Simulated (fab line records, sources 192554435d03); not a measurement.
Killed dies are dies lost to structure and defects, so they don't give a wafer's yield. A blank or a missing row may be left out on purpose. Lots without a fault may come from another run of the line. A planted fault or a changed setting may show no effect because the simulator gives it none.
Which tool did it? | flow n5_finfet | 8 lots, 22 wafers sampled, at 8 steps of a route of 1938

WHAT THE GAUGES READ, wafer by wafer
N5_BEOL_M4_OCD_MEAS_38.
lot  | measured     | on     | trench_depth_nm (nm)
L215 | day 8 23:40  | ocd-02 | 53.0 55.0 54.7
L216 | day 9 04:17  | ocd-02 | 54.8 55.3 55.0
L217 | day 9 21:10  | ocd-02 | 55.7 54.5 56.3
L219 | day 9 23:04  | ocd-01 | 39.7 54.5
L221 | day 10 07:01 | ocd-02 | 40.4 54.7
L223 | day 11 03:05 | ocd-01 | 57.1 53.8 57.5
L231 | day 13 12:53 | ocd-02 | 57.0 56.1 56.9
L234 | day 14 19:02 | ocd-02 | 56.0 56.9 54.4

N5_BEOL_M4_THK_MEAS_53: measures by xrf.
lot  | measured     | on            | M4_THK (nm)
L215 | day 9 04:48  | film_metro-02 | 37.0 39.3 39.7
L216 | day 9 08:04  | film_metro-02 | 40.0 38.9 38.7
L217 | day 10 01:20 | film_metro-01 | 40.9 40.2 40.8
L219 | day 10 03:54 | film_metro-01 | 23.5 37.6
L221 | day 10 18:04 | film_metro-01 | 23.3 38.3
L223 | day 11 06:40 | film_metro-02 | 41.0 37.6 41.3
L231 | day 13 16:46 | film_metro-02 | 40.8 39.4 40.5
L234 | day 15 03:32 | film_metro-01 | 39.2 39.8 36.9

N5_BEOL_M4_RS_MEAS_58: measures by four-point-probe.
lot  | measured     | on            | M4_RS (ohm/sq)
L215 | day 9 05:23  | film_metro-02 | 0.74 0.68 0.68
L216 | day 9 08:20  | film_metro-01 | 0.67 0.69 0.70
L217 | day 10 01:37 | film_metro-02 | 0.65 0.66 0.65
L219 | day 10 04:11 | film_metro-01 | 1.36 0.72
L221 | day 10 18:19 | film_metro-01 | 1.37 0.71
L223 | day 11 06:55 | film_metro-01 | 0.65 0.72 0.64
L231 | day 13 17:01 | film_metro-01 | 0.66 0.68 0.66
L234 | day 15 03:48 | film_metro-01 | 0.68 0.66 0.73

N5_BEOL_M4_RC_MEAS_101.
lot  | measured     | on        | DIBL_N (mV/V)  | DIBL_P (mV/V)  | IOFF_N (nA/um) | IOFF_P (nA/um) | ION_N (uA/um) | ION_P (uA/um) | SERP_M4 (ohm/um) | SERP_M4_max_site (ohm/um) | SS_N (mV/dec)  | SS_P (mV/dec)  | VT_N (mV)   | VT_P (mV)
L215 | day 9 05:44  | prober-01 | 38.3 35.9 36.2 | 35.2 32.5 33.4 | 0.17 0.13 0.13 | 0.21 0.18 0.19 | 679 662 671   | 465 458 460   | 226 206 204      | 245 214 216               | 71.6 71.3 71.5 | 73.2 71.8 72.3 | 248 248 251 | -249 -251 -250
L216 | day 9 08:32  | prober-01 | 37.3 36.5 34.3 | 36.4 34.5 33.2 | 0.17 0.17 0.13 | 0.23 0.20 0.18 | 673 678 668   | 467 459 457   | 204 207 226      | 211 218 247               | 71.5 71.8 70.1 | 73.2 72.7 72.1 | 250 247 249 | -247 -249 -250
L217 | day 10 01:50 | prober-02 | 36.2 35.3 37.4 | 36.8 34.3 39.0 | 0.15 0.12 0.18 | 0.20 0.17 0.23 | 654 665 671   | 455 461 458   | 175 191 197      | 182 203 210               | 72.1 71.8 71.7 | 73.0 72.3 74.2 | 252 255 248 | -251 -253 -250
L219 | day 10 04:14 | prober-01 | 37.7 35.2      | 38.2 35.4      | 0.22 0.16      | 0.30 0.24      | 675 667       | 464 466       | 381 214          | 407 223                   | 71.6 70.4      | 74.1 73.9      | 245 250     | -245 -245
L221 | day 10 18:22 | prober-02 | 36.8 36.4      | 37.0 36.5      | 0.18 0.18      | 0.23 0.22      | 673 676       | 461 470       | 359 204          | 377 215                   | 71.7 71.3      | 73.3 73.8      | 248 249     | -250 -251
L223 | day 11 06:59 | prober-02 | 33.7 35.4 36.2 | 33.0 35.0 35.8 | 0.12 0.15 0.18 | 0.19 0.23 0.23 | 657 681 686   | 461 468 474   | 211 212 180      | 221 226 185               | 70.5 71.2 71.4 | 72.0 72.8 73.0 | 252 250 247 | -246 -245 -244
L231 | day 13 17:14 | prober-02 | 40.5 37.6 38.3 | 38.1 34.2 34.9 | 0.21 0.15 0.16 | 0.27 0.20 0.20 | 666 660 653   | 462 462 457   | 183 188 182      | 200 199 193               | 71.8 71.4 71.7 | 73.7 72.6 72.8 | 246 250 251 | -247 -250 -250
L234 | day 15 03:51 | prober-02 | 38.7 36.5 34.7 | 39.5 37.2 35.7 | 0.20 0.16 0.13 | 0.25 0.22 0.20 | 694 679 661   | 469 470 465   | 198 211 221      | 210 221 230               | 72.4 72.2 71.4 | 73.6 73.4 72.2 | 244 250 252 | -246 -247 -252

WHICH TOOL RAN EACH LOT (tool, then ch and the chambers of the sampled wafers, then the start)
lot  | N5_BEOL_M4_DESCUM_33               | N5_BEOL_M4_ALD_98                 | N5_BEOL_M4_TRENCH_ETCH_37          | N5_BEOL_M4_PRE_CLEAN_45
L215 | rie_diel-02 ch 1,2, day 8 19:05    | ald_sin-04 ch 2,3, day 8 19:23    | rie_diel-02 ch 0,1,3, day 8 23:31  | pvd_sputter-02, day 8 23:59
L216 | rie_diel-01 ch 0,1,2, day 8 23:31  | ald_sin-02 ch 2,3, day 8 23:39    | rie_diel-02 ch 0,3, day 9 04:08    | pvd_sputter-03, day 9 04:47
L217 | rie_diel-02 ch 1,2,3, day 9 12:28  | ald_sin-04 ch 2,3, day 9 12:40    | rie_diel-01 ch 0,2, day 9 21:00    | pvd_sputter-03, day 9 21:46
L219 | rie_diel-01 ch 1, day 9 16:34      | ald_sin-02 ch 0, day 9 18:01      | rie_diel-02 ch 0, day 9 22:55      | pvd_sputter-02, day 10 00:46
L221 | rie_diel-01 ch 2, day 10 05:31     | ald_sin-04 ch 1,2, day 10 06:12   | rie_diel-02 ch 2,3, day 10 06:52   | pvd_sputter-01, day 10 07:41
L223 | rie_diel-06 ch 1,2,3, day 11 00:46 | ald_sin-02 ch 0,1,2, day 11 00:54 | rie_diel-01 ch 0,1,3, day 11 02:56 | pvd_sputter-03, day 11 03:30
L231 | rie_diel-02 ch 0,1,2, day 13 07:46 | ald_sin-03 ch 1,3, day 13 07:54   | rie_diel-01 ch 1,2, day 13 12:44   | pvd_sputter-01, day 13 13:32
L234 | rie_diel-01 ch 2,3, day 14 08:08   | ald_sin-04 ch 0,2,3, day 14 08:34 | rie_diel-02 ch 0,3, day 14 18:52   | pvd_sputter-01, day 14 19:32
- N5_BEOL_M4_DESCUM_33: chemistry O2, time 7 s.
- N5_BEOL_M4_ALD_98: deposits SiO2, target thk 2.5 nm, pulse time 1 s, co reactant pulse time 1 s.
- N5_BEOL_M4_TRENCH_ETCH_37: etches SiOC in C4F6/O2, target depth 55.555 nm, time 29.2 s.
- N5_BEOL_M4_PRE_CLEAN_45: time 30 s.

WHAT THE TOOLS THEMSELVES READ (means of the sampled wafers that have a number; where no wafer has one, the mark that the record gives instead)
N5_BEOL_M4_DESCUM_33.
lot  | tool        | bias_power_w (W) | drypump_motor_current_A (A) | oes_product_au (a.u.) | rf_fwd_power_W (W) | rf_vpp_V (V) | showerhead_plenum_p_Torr (Torr) | throttle_valve_pct (%)
L215 | rie_diel-02 | 20.02            | 5.4                         | 0.86                  | 49.67              | 243.3        | 2.15                            | 20.38
L216 | rie_diel-01 | 19.96            | 5.9                         | 0.90                  | 49.29              | 242.7        | 2.06                            | 20.22
L217 | rie_diel-02 | 19.93            | 5.7                         | 0.76                  | 49.57              | 242.8        | 2.06                            | 20.29
L219 | rie_diel-01 | 20.09            | 6.7                         | 0.94                  | 48.93              | 241.8        | 2.05                            | 20.46
L221 | rie_diel-01 | 19.98            | 5.2                         | 0.94                  | 49.61              | 241.5        | 2.06                            | 19.94
L223 | rie_diel-06 | 19.96            | 5.2                         | 0.83                  | 49.35              | 242.9        | 2.09                            | 20.36
L231 | rie_diel-02 | 19.99            | 5.4                         | 0.83                  | 49.58              | 244.2        | 2.14                            | 20.37
L234 | rie_diel-01 | 20.06            | 5.5                         | 0.87                  | 49.75              | 242.2        | 2.05                            | 20.19

N5_BEOL_M4_ALD_98.
lot  | tool       | heater_power_w (W) | precursor_pulse_height_rel | susceptor_temp_C (C)
L215 | ald_sin-04 | 77                 | 0.993                      | 100.03
L216 | ald_sin-02 | 72                 | 1.012                      | 100.07
L217 | ald_sin-04 | 77                 | 1.006                      | 99.95
L219 | ald_sin-02 | 86                 | 0.988                      | 99.91
L221 | ald_sin-04 | 76                 | 0.993                      | 99.94
L223 | ald_sin-02 | 79                 | 1.025                      | 100.05
L231 | ald_sin-03 | 77                 | 1.012                      | 100.12
L234 | ald_sin-04 | 77                 | 1.015                      | 100.03

N5_BEOL_M4_TRENCH_ETCH_37.
lot  | tool        | drypump_motor_current_A (A) | oes_product_au (a.u.) | rf_fwd_power_W (W) | rf_vpp_V (V) | run_length_s (s) | showerhead_plenum_p_Torr (Torr) | throttle_valve_pct (%)
L215 | rie_diel-02 | 5.8                         | 0.68                  | 350.7              | 653          | 52.9             | 2.70                            | 20.79
L216 | rie_diel-02 | 6.2                         | 0.70                  | 350.5              | 651          | 52.3             | 2.70                            | 20.66
L217 | rie_diel-01 | 5.4                         | 0.89                  | 351.3              | 667          | 52.2             | 2.82                            | 20.53
L219 | rie_diel-02 | 5.5                         | 0.71                  | 351.2              | 645          | 48.2             | 2.69                            | 20.84
L221 | rie_diel-02 | 6.0                         | 0.80                  | 351.6              | 661          | 48.6             | 2.85                            | 20.67
L223 | rie_diel-01 | 6.3                         | 0.85                  | 349.2              | 655          | 52.2             | 2.82                            | 20.94
L231 | rie_diel-01 | 6.2                         | 0.88                  | 348.9              | 660          | 52.4             | 2.77                            | 20.75
L234 | rie_diel-02 | 6.2                         | 0.88                  | 350.8              | 658          | 52.2             | 2.90                            | 20.46

N5_BEOL_M4_PRE_CLEAN_45.
lot  | tool           | heater_power_w (W) | susceptor_temp_C (C)
L215 | pvd_sputter-02 | 349                | 249.94
L216 | pvd_sputter-03 | 309                | 249.84
L217 | pvd_sputter-03 | 293                | 249.85
L219 | pvd_sputter-02 | 414                | 249.73
L221 | pvd_sputter-01 | 318                | 250.18
L223 | pvd_sputter-03 | 308                | 250.04
L231 | pvd_sputter-01 | 334                | 250.02
L234 | pvd_sputter-01 | 361                | 250.09

THE ANSWER, worked out from the rows above alone
Rule: what is usual is taken from the lots themselves. Put in order of their means at a reading, lots are off if they are a third of the lots or fewer, leave a main group of 4 or more, and stand apart from it by a gap of 3 or more times the standard deviation of the main group's means; of several such gaps the widest counts. A main group whose means are all the same, to the digits that the tables above print for the reading, isn't used. A lot without any number at a reading at which 4 lots or more have one is off too. The other lots that the step has rows for count as sound. The gauges are gone through in route order, then the tools' own readings, and for those a lot's mean is taken as printed above. The first step at which some lot is off is used, and at that step the reading that is off furthest; a lot without a number counts as furthest.
Off: L219, L221, at N5_BEOL_M4_OCD_MEAS_38 (trench_depth_nm). The main group: mean 55.6 nm, standard deviation 0.78.
A tool fits if, at a process step before that reading, it ran every lot that is off, and no sound lot after the first of them. The gauges at N5_BEOL_M4_OCD_MEAS_38 aren't tried: what is off there is off at N5_BEOL_M4_THK_MEAS_53 too, on other tools, and a gauge's error can't cause that. None of those tried fits.

WHAT THE SIMULATOR HAD PUT IN
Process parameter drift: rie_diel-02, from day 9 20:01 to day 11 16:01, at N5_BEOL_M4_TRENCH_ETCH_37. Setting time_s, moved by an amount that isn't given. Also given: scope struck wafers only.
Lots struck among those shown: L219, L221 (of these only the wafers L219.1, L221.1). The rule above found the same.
